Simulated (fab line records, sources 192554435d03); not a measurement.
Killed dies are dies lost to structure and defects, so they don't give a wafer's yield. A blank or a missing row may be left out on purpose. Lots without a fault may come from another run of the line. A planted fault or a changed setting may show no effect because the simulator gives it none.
fab line records | flow n5_finfet
record lots=7 wafers=21 last_day=17
route steps=1938 shown BEOL_M8@1358 PASSIVATION@1936
lots that met no fault: from a run of the same line without faults
start_h: hours from the record's first day to the start of the lot's first wafer shown | wait_h: hours since the lot's step before | " the same as in the row above | L1.1+2: a row that stands for several wafers | - no value, or no start given | * or withheld: withheld | < > ~ a bound
route shown NAME@n: a module of which the file shows steps, and the number in the route of the first | usual: mean/standard deviation of fault-free wafers | same: alike in all rows | chamber/n: place in a boat | sites: the reading at each site | _std_site: their standard deviation | _edge_site: outer sites' mean less inner sites' | radius_mm: how far each site lies from the wafer's centre | mask NAME#n: copy n | behind: the tool/chamber that last shaped the wafer | hold: why the lot was held/for how many hours/how that ended | device: the transistor (n, p or np) that didn't switch | end of line: the same wafers' tests at the end of the route | a step without rows: its recipe alone | killed: dies lost to structure and defects at the first sort, not the wafer's yield | map: a wafer's dies, x killed, . not, _ none there
set.NAME: the setting as run; set.NAME@STEP: as run at that earlier step | model.NAME: the simulator's own value behind a step, which no gauge read
lots at some steps of the route; a table a step, a row a wafer
services: from which hour (start_h, from the record's first day; less than 0 if before it) a tool's chamber was out of use, for how many hours, and why
## steps
# step N5_BEOL_M8_COAT_71
# recipe resist=underlayer temp_c=205 time_s=60 spin_rpm=1500 resist_thk_nm=5
# step N5_BEOL_M8_COAT_22
# recipe resist=CAR-EUV spin_rpm=1500 resist_thk_nm=30
# step N5_BEOL_M8_EBR_24
# recipe solvent=PGMEA ebr_width_mm=1.5
# step N5_BEOL_M8_SOFTBAKE_23
# recipe temp_c=110 time_s=60 resist=CAR-EUV
# step N5_BEOL_M8_EXPOSE_25
# recipe mask_id=V7 na=0.33 source_shape=annular sigma_inner=0.4 sigma_outer=0.8 polarization=unpolarized target_cd_nm=40 dose_mj=42.5
# step N5_BEOL_M8_PEB_26
# recipe peb_temp_c=100 peb_time_s=60 resist=CAR-EUV
# step N5_BEOL_M8_DEVELOP_27
# recipe develop_time_s=30 developer=TMAH resist=CAR-EUV rinse_liquid=surfactant_rinse dry=air_spin dev_temp_c=23
# step N5_BEOL_M8_CD_MEAS_28
# recipe target_cd_nm=40 landing_energy_ev=500 detector=se_inlens
# usual cd_nm=40.04/0.24
# columns lot.wafer tool chamber start_h wait_h cd_nm
L837.2 cd_sem-03 0 209.72 - 39.96
L837.3 " 0 " " 40.05
L837.5 " 0 " " 39.87
L836.2 cd_sem-01 0 210.17 - 39.71
L836.4 " 0 " " 40.07
L836.6 " 0 " " 39.91
L848.2 cd_sem-02 0 282.97 - 39.72
L848.4 " 0 " " 40.10
L848.6 " 0 " " 40.23
L849.3 cd_sem-03 0 285.07 - 39.84
L849.5 " 0 " " 40.29
L849.6 " 0 " " 40.11
L854.1 cd_sem-02 0 300.90 - 39.88
L854.2 " 0 " " 40.13
L854.3 " 0 " " 40.24
L855.1 cd_sem-01 0 321.61 - 39.83
L855.5 " 0 " " 40.34
L855.6 " 0 " " 40.04
L856.2 cd_sem-02 0 329.26 - 40.08
L856.3 " 0 " " 40.20
L856.6 " 0 " " 40.17
# step N5_BEOL_M8_OVL_MEAS_29
# recipe points_per_wafer=522
# usual V7_OVL=-0.3/0.6
# columns lot.wafer tool chamber start_h wait_h V7_OVL[nm]
L837.2 overlay-02 0 209.76 0.0 -0.9
L837.3 " 0 " " -0.2
L837.5 " 0 " " 1.4
L836.2 overlay-01 0 210.20 0.0 0.3
L836.4 " 0 " " -0.2
L836.6 " 0 " " 1.0
L848.2 overlay-01 0 283.00 0.0 0.0
L848.4 " 0 " " 0.1
L848.6 " 0 " " 0.2
L849.3 overlay-02 0 285.11 0.0 0.0
L849.5 " 0 " " -0.2
L849.6 " 0 " " -1.0
L854.1 overlay-01 0 300.93 0.0 0.0
L854.2 " 0 " " -0.8
L854.3 " 0 " " -0.7
L855.1 overlay-02 0 321.64 0.0 -1.2
L855.5 " 0 " " -0.8
L855.6 " 0 " " -0.1
L856.2 overlay-01 0 329.33 0.1 -1.0
L856.3 " 0 " " -0.4
L856.6 " 0 " " 0.0
# step N5_BEOL_M8_INSPECT_30
# recipe mode=adi inspect_instrument=brightfield
# usual raw_defect_count=402/83
# columns lot.wafer tool chamber start_h wait_h raw_defect_count
L837.2 defect_inspect-01 - 209.81 0.0 424
L837.3 " - " " 488
L837.5 " - " " 338
L836.2 defect_inspect-01 - 210.27 0.1 411
L836.4 " - " " 408
L836.6 " - " " 382
L848.2 defect_inspect-02 - 283.05 0.0 357
L848.4 " - " " 348
L848.6 " - " " 386
L849.3 defect_inspect-01 - 285.16 0.0 360
L849.5 " - " " 320
L849.6 " - " " 337
L854.1 defect_inspect-01 - 300.99 0.1 336
L854.2 " - " " 334
L854.3 " - " " 325
L855.1 defect_inspect-02 - 321.70 0.1 360
L855.5 " - " " 315
L855.6 " - " " 393
L856.2 defect_inspect-02 - 329.38 0.0 569
L856.3 " - " " 566
L856.6 " - " " 506
# step N5_BEOL_M8_DESCUM_33
# recipe chemistry=O2 time_s=7 source_power_w=50 bias_power_w=20 pressure_mtorr=20 rf_frequency_hz=2.712e+07 temp_c=40 resist=CAR-EUV o2_flow_sccm=225
# usual drypump_motor_current_A=5.5/0.52 oes_product_au=0.79/0.08 rf_vpp_V=243.1/1.6 showerhead_plenum_p_Torr=2.09/0.075 throttle_valve_pct=20.48/0.21
# columns lot.wafer tool chamber start_h wait_h drypump_motor_current_A oes_product_au rf_hours_counter_h rf_vpp_V showerhead_plenum_p_Torr throttle_valve_pct
L837.2 rie_diel-03 1 209.84 0.0 4.8 0.79 111 242.1 2.02 20.13
L837.3 " 2 " " 5.8 0.70 221 241.2 1.98 20.63
L837.5 " 2 " " 5.8 0.69 - 242.0 1.98 20.63
L836.2 rie_diel-06 3 210.35 0.1 4.9 0.80 90 242.8 2.03 20.19
L836.4 " 0 " " 5.1 0.72 197 245.7 2.15 20.63
L836.6 " 3 " " 4.9 0.80 - 241.0 2.03 20.20
L848.2 rie_diel-01 0 283.09 0.0 5.7 0.70 245 243.0 2.06 20.70
L848.4 " 1 " " 5.8 0.87 41 242.7 2.05 20.31
L848.6 " 1 " " 5.8 0.88 - 242.5 2.05 20.29
L849.3 rie_diel-06 1 285.19 0.0 5.4 0.76 137 243.8 2.12 20.59
L849.5 " 0 " " 5.0 0.69 - 245.4 2.14 20.66
L849.6 " 1 " " 5.4 0.77 - 242.6 2.12 20.61
L854.1 rie_diel-06 0 301.08 0.1 5.0 0.69 230 244.0 2.14 20.66
L854.2 " 1 " " 5.3 0.76 143 243.4 2.12 20.62
L854.3 " 2 " " 5.2 0.76 156 241.8 2.02 20.66
L855.1 rie_diel-06 0 321.73 0.0 5.0 0.69 237 244.1 2.14 20.70
L855.5 " 2 " " 5.2 0.75 - 240.8 2.01 20.68
L855.6 " 1 " " 5.3 0.76 - 242.5 2.11 20.61
L856.2 rie_diel-03 3 329.68 0.3 5.8 0.85 73 243.4 2.13 20.56
L856.3 " 1 " " 4.8 0.75 152 241.2 2.01 20.18
L856.6 " 1 " " 4.9 0.75 - 242.0 2.01 20.19
# step N5_BEOL_M8_ETCH_72
# recipe chemistry=N2/H2 target=underlayer target_depth_a=65 mask_material=CAR-EUV time_s=5.2 ion_energy_ev=200 pressure_mtorr=30 source_w=840 bias_w=150 n2_flow_sccm=200 h2_flow_sccm=200 ends=cleared
# usual drypump_motor_current_A=5.5/0.52 etch_rf_on_time_s=5.19/0.13 h2_flow_sccm=200.0/0.6 n2_flow_sccm=200.0/0.55 oes_product_au=0.67/0.067 rf_vpp_V=523.7/2.8 showerhead_plenum_p_Torr=2.54/0.092 throttle_valve_pct=17.89/0.26
# columns lot.wafer tool chamber start_h wait_h drypump_motor_current_A etch_rf_on_time_s h2_flow_sccm n2_flow_sccm oes_product_au rf_hours_counter_h rf_vpp_V showerhead_plenum_p_Torr throttle_valve_pct
L837.2 rie_diel-03 1 209.88 0.0 4.9 5.32 200.4 199.9 0.67 111 523.6 2.45 17.47
L837.3 " 2 " " 5.8 5.24 200.6 199.6 0.59 221 520.3 2.41 18.07
L837.5 " 2 " " 5.8 5.29 201.1 199.7 0.60 - 520.6 2.41 18.03
L836.2 rie_diel-06 3 210.38 0.0 4.9 5.27 199.8 200.0 0.68 90 521.9 2.47 17.75
L836.4 " 0 " " 5.1 5.18 199.3 200.5 0.62 197 526.8 2.63 18.22
L836.6 " 3 " " 4.9 5.26 200.6 201.0 0.68 - 520.9 2.47 17.73
L848.2 rie_diel-01 0 283.12 0.0 5.6 5.14 200.2 200.1 0.61 245 522.7 2.49 18.06
L848.4 " 1 " " 5.8 5.21 199.8 200.3 0.74 41 521.1 2.48 17.75
L848.6 " 1 " " 5.8 5.25 198.8 200.1 0.74 - 520.8 2.48 17.75
L849.3 rie_diel-06 1 285.23 0.0 5.4 5.19 200.4 200.0 0.64 137 525.7 2.53 17.78
L849.5 " 0 " " 5.1 5.31 199.2 199.8 0.59 - 525.5 2.62 18.26
L849.6 " 1 " " 5.4 5.15 199.5 199.6 0.65 - 524.4 2.54 17.80
L854.1 rie_diel-06 0 301.11 0.0 5.1 5.25 200.1 199.9 0.59 230 527.3 2.62 18.31
L854.2 " 1 " " 5.4 5.20 198.6 199.5 0.65 143 524.5 2.53 17.81
L854.3 " 2 " " 5.2 5.07 199.4 199.5 0.65 156 520.4 2.45 18.14
L855.1 rie_diel-06 0 321.77 0.0 5.1 5.19 200.0 198.9 0.59 237 526.9 2.61 18.26
L855.5 " 2 " " 5.2 4.97 200.3 200.1 0.64 - 522.3 2.44 18.13
L855.6 " 1 " " 5.4 5.14 199.1 199.8 0.64 - 524.0 2.53 17.84
L856.2 rie_diel-03 3 329.71 0.0 5.8 5.20 200.8 200.3 0.72 73 524.3 2.56 17.81
L856.3 " 1 " " 4.9 5.31 200.5 199.4 0.64 152 522.7 2.43 17.52
L856.6 " 1 " " 4.8 5.22 200.0 199.9 0.64 - 521.1 2.43 17.51
# step N5_BEOL_M8_ETCH_65
# recipe chemistry=CF4 target=SiARC target_depth_a=156 mask_material=CAR-EUV time_s=26 ion_energy_ev=80 pressure_mtorr=40 source_w=545 bias_w=36 Ar_flow_sccm=100 cf4_flow_sccm=100 ends=cleared
# usual drypump_motor_current_A=5.5/0.52 etch_rf_on_time_s=26.0/0.62 oes_product_au=0.67/0.067 rf_vpp_V=184.0/1.3 showerhead_plenum_p_Torr=2.14/0.073 throttle_valve_pct=15.62/0.25
# columns lot.wafer tool chamber start_h wait_h drypump_motor_current_A etch_rf_on_time_s oes_product_au rf_hours_counter_h rf_vpp_V showerhead_plenum_p_Torr throttle_valve_pct
L837.2 rie_diel-03 1 209.90 0.0 4.8 26.7 0.66 111 182.8 2.07 15.28
L837.3 " 2 " " 5.8 26.6 0.59 221 182.1 2.05 15.88
L837.5 " 2 " " 5.8 26.8 0.59 - 182.2 2.05 15.89
L836.2 rie_diel-06 3 210.40 0.0 4.9 26.5 0.68 90 182.6 2.07 15.23
L836.4 " 0 " " 5.0 25.8 0.61 197 185.3 2.21 15.86
L836.6 " 3 " " 4.9 26.6 0.68 - 183.1 2.07 15.25
L848.2 rie_diel-01 0 283.14 0.0 5.6 25.9 0.60 245 186.0 2.10 15.92
L848.4 " 1 " " 5.7 25.8 0.75 41 183.2 2.10 15.41
L848.6 " 1 " " 5.8 25.9 0.76 - 183.5 2.10 15.42
L849.3 rie_diel-06 1 285.25 0.0 5.4 39.1 0.53 137 185.5 2.16 15.69
L849.5 " 0 " " 5.0 39.1 0.48 - 183.6 2.20 15.91
L849.6 " 1 " " 5.4 39.4 0.53 - 183.4 2.16 15.70
L854.1 rie_diel-06 0 301.13 0.0 5.1 39.4 0.48 230 187.0 2.20 15.92
L854.2 " 1 " " 5.4 39.7 0.52 143 183.6 2.16 15.70
L854.3 " 2 " " 5.2 37.9 0.54 156 182.3 2.05 15.76
L855.1 rie_diel-06 0 321.79 0.0 5.1 38.8 0.48 237 184.7 2.19 15.92
L855.5 " 2 " " 5.2 37.3 0.53 - 182.6 2.05 15.75
L855.6 " 1 " " 5.4 38.9 0.52 - 184.1 2.15 15.73
L856.2 rie_diel-03 3 329.73 0.0 5.8 26.6 0.70 73 182.2 2.16 15.61
L856.3 " 1 " " 4.8 27.0 0.64 152 182.4 2.06 15.34
L856.6 " 1 " " 4.8 26.9 0.64 - 182.6 2.06 15.35
# step N5_BEOL_M8_ETCH_66
# recipe chemistry=N2/H2 target=SOC target_depth_a=800 overetch_a=160 mask_material=SiARC temp_c=40 time_s=120 ion_energy_ev=200 pressure_mtorr=30 source_w=840 bias_w=150 n2_flow_sccm=200 h2_flow_sccm=200
# usual drypump_motor_current_A=5.5/0.52 h2_flow_sccm=200.0/0.54 n2_flow_sccm=200.1/0.63 oes_product_au=0.60/0.057 rf_vpp_V=523.8/2.7 showerhead_plenum_p_Torr=2.54/0.092 throttle_valve_pct=17.85/0.25
# columns lot.wafer tool chamber start_h wait_h drypump_motor_current_A h2_flow_sccm n2_flow_sccm oes_product_au rf_hours_counter_h rf_vpp_V showerhead_plenum_p_Torr throttle_valve_pct
L837.2 rie_diel-03 1 209.92 0.0 4.8 199.6 199.1 0.60 111 521.2 2.45 17.40
L837.3 " 2 " " 5.7 199.9 200.1 0.54 221 521.0 2.41 18.00
L837.5 " 2 " " 5.8 200.2 200.7 0.55 - 519.0 2.41 18.01
L836.2 rie_diel-06 3 210.43 0.0 4.9 200.1 200.0 0.62 90 522.8 2.47 17.71
L836.4 " 0 " " 5.1 200.6 199.9 0.55 197 526.4 2.63 18.19
L836.6 " 3 " " 4.9 199.7 199.9 0.61 - 522.1 2.47 17.72
L848.2 rie_diel-01 0 283.17 0.0 5.6 200.1 201.5 0.54 245 524.2 2.49 18.02
L848.4 " 1 " " 5.8 198.8 200.0 0.67 41 522.1 2.48 17.72
L848.6 " 1 " " 5.7 199.8 201.1 0.67 - 520.7 2.48 17.71
L849.3 rie_diel-06 1 285.27 0.0 5.4 199.0 199.8 0.58 137 525.6 2.53 17.76
L849.5 " 0 " " 5.1 200.9 200.1 0.54 - 526.6 2.62 18.24
L849.6 " 1 " " 5.4 199.6 199.2 0.59 - 524.1 2.54 17.77
L854.1 rie_diel-06 0 301.16 0.0 5.1 199.3 200.4 0.54 230 526.3 2.62 18.24
L854.2 " 1 " " 5.4 199.5 198.9 0.58 143 522.4 2.53 17.78
L854.3 " 2 " " 5.2 199.8 199.6 0.58 156 520.6 2.45 18.09
L855.1 rie_diel-06 0 321.81 0.0 5.0 200.6 200.5 0.53 237 526.2 2.61 18.26
L855.5 " 2 " " 5.2 199.4 200.5 0.57 - 520.4 2.44 18.10
L855.6 " 1 " " 5.4 200.7 200.8 0.57 - 523.7 2.53 17.80
L856.2 rie_diel-03 3 329.76 0.0 5.8 199.6 200.6 0.64 73 524.4 2.56 17.78
L856.3 " 1 " " 4.9 200.5 200.5 0.58 152 521.1 2.43 17.47
L856.6 " 1 " " 4.9 199.8 200.4 0.57 - 520.2 2.43 17.47
# step N5_PASSIVATION_PROBE_49
# usual defect_limited_yield=91.3/1.5 killed_at_M0_to_M3=34/9.4 killed_at_M4_up=13/5.3 killed_at_contacts=13/5.7 killed_at_front_end=40/10 killed_at_other=3.7/2.8 killed_dies=103/17 killed_open=67/13 killed_short=35/8.5 sort_bin_4_leakage=0.00/0.016 sort_bin_5_function=5.0/0.98 sort_bin_6_memory=3.3/0.7 sort_n_pass=1077/17 sort_yield_pct=91.3/1.5
# same gross_dies=1180 killed_at_back_side=0 sort_bin_8_speed[%]=0
# columns lot.wafer tool chamber start_h wait_h defect_limited_yield[%] killed_at_M0_to_M3 killed_at_M4_up killed_at_contacts killed_at_front_end killed_at_other killed_dies killed_open killed_short sort_bin_4_leakage[%] sort_bin_5_function[%] sort_bin_6_memory[%] sort_n_pass sort_yield_pct[%]
L836.2 prober-01 - 273.53 0.1 91.4 35 15 17 32 2 101 71 29 0 4.9 3.6 1079 91.4
L836.4 prober-01 - 273.63 0.2 89.1 43 13 18 52 3 129 85 42 0 6.9 3.6 1051 89.1
L836.6 prober-01 - 273.73 0.3 91.0 44 12 13 34 3 106 63 42 0 5.8 3.1 1074 91.0
L849.3 prober-02 - 353.27 0.1 91.1 33 12 5 54 1 105 62 40 0 4.5 3.7 1075 91.1
L849.5 prober-02 - 353.37 0.2 91.9 29 10 12 38 7 96 58 38 0 4.7 3.2 1084 91.9
L849.6 prober-02 - 353.42 0.3 91.2 30 12 6 52 4 104 65 36 0 5.0 3.5 1076 91.2
L848.2 prober-01 - 355.57 0.1 91.4 23 14 10 51 4 102 59 36 0 4.8 3.1 1078 91.4
L848.4 prober-01 - 355.67 0.2 91.4 37 10 6 46 3 102 69 31 0 5.6 2.5 1078 91.4
L848.6 prober-01 - 355.77 0.3 91.0 24 9 8 63 2 106 78 28 0 5.8 2.9 1074 91.0
# killed by level:class
L836.2 MOL_CONTACT_COAG:geometric_particle:open=11 STI_FIN_REVEAL:geometric_particle:open=9 FIN_SAQP:geometric_particle:open=7 BEOL_M2:geometric_particle:open=7 MOL_CONTACT_COAG:geometric_particle:short=6 BEOL_M0_SAQP:geometric_particle:short=6 BEOL_M3:geometric_particle:open=6 BEOL_M2:geometric_particle:short=5
L836.4 FIN_SAQP:geometric_particle:open=20 BEOL_M2:geometric_particle:open=17 MOL_CONTACT_COAG:geometric_particle:open=12 FIN_SAQP:geometric_particle:short=9 BEOL_M0_SAQP:geometric_particle:open=7 MOL_CONTACT_COAG:geometric_particle:short=6 BEOL_M4:geometric_particle:open=6 DUMMY_GATE:geometric_particle:open=5
L836.6 BEOL_M2:geometric_particle:open=11 FIN_SAQP:geometric_particle:short=9 BEOL_M0_SAQP:geometric_particle:open=8 FIN_SAQP:geometric_particle:open=7 MOL_CONTACT_COAG:geometric_particle:open=7 STI_FIN_REVEAL:geometric_particle:open=6 MOL_CONTACT_COAG:geometric_particle:short=6 BEOL_M0_SAQP:geometric_particle:short=6
L849.3 FIN_SAQP:geometric_particle:short=16 FIN_SAQP:geometric_particle:open=13 BEOL_M0_SAQP:geometric_particle:short=10 BEOL_M0_SAQP:geometric_particle:open=6 BEOL_M1:geometric_particle:open=6 BEOL_M2:geometric_particle:open=5 DUMMY_GATE:geometric_particle:open=4 MOL_CONTACT_COAG:geometric_particle:open=4
L849.5 FIN_SAQP:geometric_particle:open=11 MOL_CONTACT_COAG:geometric_particle:open=10 FIN_SAQP:geometric_particle:short=8 STI_FIN_REVEAL:geometric_particle:open=6 BEOL_M0_SAQP:geometric_particle:short=6 BEOL_M2:geometric_particle:open=5 BEOL_M0_SAQP:geometric_particle:open=5 BEOL_M3:geometric_particle:open=5
L849.6 FIN_SAQP:geometric_particle:open=15 FIN_SAQP:geometric_particle:short=10 STI_FIN_REVEAL:geometric_particle:open=9 BEOL_M1:geometric_particle:open=7 BEOL_M0_SAQP:geometric_particle:short=6 STARTING-WAFER:geometric_particle:short=5 MOL_CONTACT_COAG:geometric_particle:open=4 BEOL_M0_SAQP:geometric_particle:open=4
L848.2 MOL_CONTACT_COAG:geometric_particle:open=10 FIN_SAQP:geometric_particle:short=9 FIN_SAQP:geometric_particle:open=9 BEOL_M3:geometric_particle:open=7 ILD0:geometric_particle:open=6 ILD0:geometric_particle:short=6 BEOL_M4:geometric_particle:open=6 BEOL_M2:geometric_particle:short=5
L848.4 FIN_SAQP:geometric_particle:open=13 BEOL_M0_SAQP:geometric_particle:open=9 BEOL_M3:geometric_particle:open=7 BEOL_M0_SAQP:geometric_particle:short=6 BEOL_M2:geometric_particle:open=6 FIN_SAQP:geometric_particle:short=5 STI_FIN_REVEAL:geometric_particle:open=5 GATE_CUT:geometric_particle:open=5
L848.6 FIN_SAQP:geometric_particle:open=19 STI_FIN_REVEAL:geometric_particle:open=15 GATE_CUT:geometric_particle:open=8 MOL_CONTACT_COAG:geometric_particle:open=6 BEOL_M3:geometric_particle:open=6 BEOL_M4:geometric_particle:open=6 BEOL_M0_SAQP:geometric_particle:short=5 FIN_SAQP:geometric_particle:short=4
## services
# columns tool chamber start_h hours kind
rie_diel-03 0 187.82 10.9 repair
rie_diel-06 0 188.36 17.2 repair
rie_diel-03 1 213.27 14.2 repair
rie_diel-03 0 218.88 6.2 repair
rie_diel-06 1 254.91 6.7 repair
rie_diel-06 3 258.08 2.7 repair
rie_diel-03 0 272.04 - clean
rie_diel-03 0 272.04 - consumable_replace:focus_ring
rie_diel-03 0 272.04 22.2 scheduled_down
rie_diel-03 0 272.04 22.2 vent_cycle
rie_diel-03 2 294.28 - clean
rie_diel-03 2 294.28 - consumable_replace:focus_ring
rie_diel-03 2 294.28 - consumable_replace:showerhead
rie_diel-03 2 294.28 25.3 scheduled_down
rie_diel-03 2 294.28 25.3 vent_cycle
rie_diel-01 0 299.89 - clean
rie_diel-01 0 299.89 - consumable_replace:focus_ring
rie_diel-01 0 299.89 15.7 scheduled_down
rie_diel-01 0 299.89 15.7 vent_cycle
## key
first_sign step=N5_BEOL_M8_ETCH_65 reading=etch_rf_on_time_s direction=up sigmas=21 usual=* struck=*
effect step=N5_BEOL_M8_ETCH_65 reading=oes_product_au direction=down sigmas=2.3 usual=0.67 struck=0.51
met_at N5_BEOL_M8_ETCH_65
struck_wafers L849.3,L849.5,L849.6,L854.1,L854.2,L854.3,L855.1,L855.5,L855.6
onset_between 210.40 285.25
fault kind=process_parameter_drift tool=rie_diel-06 chamber=- onset_h=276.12 steps=N5_BEOL_M8_ETCH_65 channel=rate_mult offset=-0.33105 shape=step end_h=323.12
